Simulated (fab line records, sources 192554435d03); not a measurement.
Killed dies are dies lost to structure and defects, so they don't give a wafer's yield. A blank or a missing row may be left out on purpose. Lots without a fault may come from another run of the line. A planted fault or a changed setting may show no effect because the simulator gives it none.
Split-lot experiment | flow n5_finfet | 7 lots, 21 wafers read, on a route of 1938 steps

THE SPLIT
At N5_DUMMY_GATE_ETCH_32 (etches SiO2 in CF4, target depth 3.5 nm, time 3.9 s), the setting time_s was moved away from the recipe's 3.9 s on 7 of the 21 wafers read, by -20.9% to +14.6%. The other wafers ran this setting at the recipe's value.

The reading is taken at the split's own step.

THE READING
etch.depth_nm (the simulator's own value, which no gauge read), in nm, at N5_DUMMY_GATE_ETCH_32 (etches SiO2 in CF4, target depth 3.5 nm, time 3.9 s). The file gives no usual value for it. The 14 wafers here that ran the recipe average 3.488 nm, standard deviation 0.13 nm.

wafer  | tool, chamber at the split | time_s as run, s | against the recipe | etch.depth_nm, nm | against lot-mates on the recipe
L080.1 | rie_si-06, 0               | 3.9              | recipe             | 3.263             | -
L080.2 | rie_si-06, 1               | 3.389            | -13.1%             | 3.001             | -0.262
L080.3 | rie_si-06, 3               | 3.389            | -13.1%             | 3.03              | -0.233
L081.2 | rie_si-06, 3               | 3.194            | -18.1%             | 2.86              | -0.776
L081.5 | rie_si-06, 2               | 3.9              | recipe             | 3.636             | -
L081.6 | rie_si-06, 1               | 3.194            | -18.1%             | 2.848             | -0.788
L083.4 | rie_si-01, 1               | 4.471            | +14.6%             | 4.12              | +0.571
L083.5 | rie_si-01, 3               | 3.9              | recipe             | 3.549             | -
L083.6 | rie_si-01, 2               | 4.471            | +14.6%             | 3.933             | +0.384
L084.1 | rie_si-05, 0               | 3.9              | recipe             | 3.632             | -
L084.4 | rie_si-05, 3               | 3.9              | recipe             | 3.419             | -
L084.6 | rie_si-05, 3               | 3.9              | recipe             | 3.449             | -
L086.1 | rie_si-05, 3               | 3.9              | recipe             | 3.473             | -
L086.3 | rie_si-05, 0               | 3.9              | recipe             | 3.634             | -
L086.5 | rie_si-05, 0               | 3.9              | recipe             | 3.631             | -
L093.2 | rie_si-06, 1               | 3.9              | recipe             | 3.471             | -
L093.3 | rie_si-06, 2               | 3.9              | recipe             | 3.621             | -
L093.5 | rie_si-06, 2               | 3.083            | -20.9%             | 2.849             | -0.697
L095.3 | rie_si-06, 1               | 3.9              | recipe             | 3.496             | -
L095.4 | rie_si-06, 0               | 3.9              | recipe             | 3.288             | -
L095.6 | rie_si-06, 0               | 3.9              | recipe             | 3.266             | -

THE FIT
A straight line over all 21 wafers: etch.depth_nm changes by +0.0347 nm for each +1% of time_s; r = +0.94; the points scatter about the line by 0.12 nm.
The same after taking each lot's own level away (the mean of its wafers on the recipe; 21 wafers): +0.034 nm for each +1%; r = +0.94; scatter 0.11 nm.
On that fit, the largest move of time_s shifts the reading by 0.71 nm.
The lots' own levels span 3.2630 to 3.6360 nm, that is 2.8 times the standard deviation above.
So the lot-to-lot level changes the slope little: the two slopes agree.
Check: with one of the wafers moved furthest among these (-20.9%) left out of the fit, the line predicts -0.715 nm for it against its lot-mates. It came out at -0.697 nm against them.

OTHER SPLITS ON THESE WAFERS
These wafers also went through other splits before the reading. Each is held against what the fit with the lots' levels taken away leaves over:
other split on the same wafers           | wafers away from the commonest value | r with etch.depth_nm (lot level and that fit taken away)
N5_PMOS_HMC_CHANNEL_EPI_COAT_31 spin_rpm | 8                                    | -0.03
N5_FIN_SAQP_ALD_61 ald_cycles            | 6                                    | -0.18
N5_FIN_SAQP_PECVD_48 time_s              | 6                                    | +0.03
N5_STI_FIN_REVEAL_ETCHBACK_08 time_s     | 5                                    | -0.09
N5_STI_FIN_REVEAL_OXIDATION_31 time_s    | 5                                    | -0.12

THE FILE'S OWN FIT
etch.depth_nm changes by +0.0338 nm for each +1% of time_s, r = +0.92.
